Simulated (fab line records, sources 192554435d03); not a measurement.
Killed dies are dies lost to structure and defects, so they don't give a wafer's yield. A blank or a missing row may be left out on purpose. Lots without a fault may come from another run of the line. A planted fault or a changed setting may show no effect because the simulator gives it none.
Which tool did it? | flow n5_finfet | 11 lots, 33 wafers sampled, at 2 steps of a route of 1938

WHAT THE GAUGES READ, wafer by wafer
N5_BEOL_M14_CD_MEAS_17: target cd 250 nm.
lot  | measured     | on        | cd_nm (nm)
L802 | day 11 00:17 | cd_sem-03 | 251.3 252.3 251.1
L803 | day 11 01:02 | cd_sem-01 | 250.1 252.9 253.7
L804 | day 11 05:20 | cd_sem-03 | 249.6 249.3 252.1
L809 | day 13 04:00 | cd_sem-03 | 250.3 251.9 253.5
L811 | day 13 13:59 | cd_sem-02 | 249.0 251.5 247.8
L814 | day 13 14:56 | cd_sem-02 | 253.0 250.3 250.8
L812 | day 13 20:37 | cd_sem-02 | 251.9 249.5 251.2
L813 | day 13 21:07 | cd_sem-02 | 251.3 251.7 251.4
L815 | day 14 08:15 | cd_sem-01 | 254.7 252.2 252.5
L822 | day 16 05:32 | cd_sem-01 | 250.9 253.7 251.4
L824 | day 16 12:13 | cd_sem-01 | 252.4 254.1 252.6

WHICH TOOL RAN EACH LOT (tool, then ch and the chambers of the sampled wafers, then the start)
lot  | N5_BEOL_M14_DESCUM_15
L802 | rie_diel-06 ch 2,3, day 10 23:51
L803 | rie_diel-06 ch 0,1, day 11 00:37
L804 | rie_diel-04 ch 0,1,3, day 11 04:54
L809 | rie_diel-04 ch 0,2,3, day 13 03:35
L811 | rie_diel-06 ch 1,2,3, day 13 13:32
L814 | rie_diel-02 ch 1,3, day 13 14:30
L812 | rie_diel-06 ch 1,2,3, day 13 20:10
L813 | rie_diel-02 ch 1,2,3, day 13 20:41
L815 | rie_diel-02 ch 1,3, day 14 07:49
L822 | rie_diel-06 ch 1,2,3, day 16 05:06
L824 | rie_diel-06 ch 0,2,3, day 16 11:47
- N5_BEOL_M14_DESCUM_15: chemistry O2, time 7.9 s.

THE ANSWER, worked out from the rows above alone
Rule: what is usual is taken from the lots themselves. Put in order of their means at a reading, lots are off if they are a third of the lots or fewer, leave a main group of 4 or more, and stand apart from it by a gap of 3 or more times the standard deviation of the main group's means; of several such gaps the widest counts. A main group whose means are all the same, to the digits that the tables above print for the reading, isn't used. A lot without any number at a reading at which 4 lots or more have one is off too. The other lots that the step has rows for count as sound.
No lot is off at any reading shown: from this, nothing can be told.

WHAT THE SIMULATOR HAD PUT IN
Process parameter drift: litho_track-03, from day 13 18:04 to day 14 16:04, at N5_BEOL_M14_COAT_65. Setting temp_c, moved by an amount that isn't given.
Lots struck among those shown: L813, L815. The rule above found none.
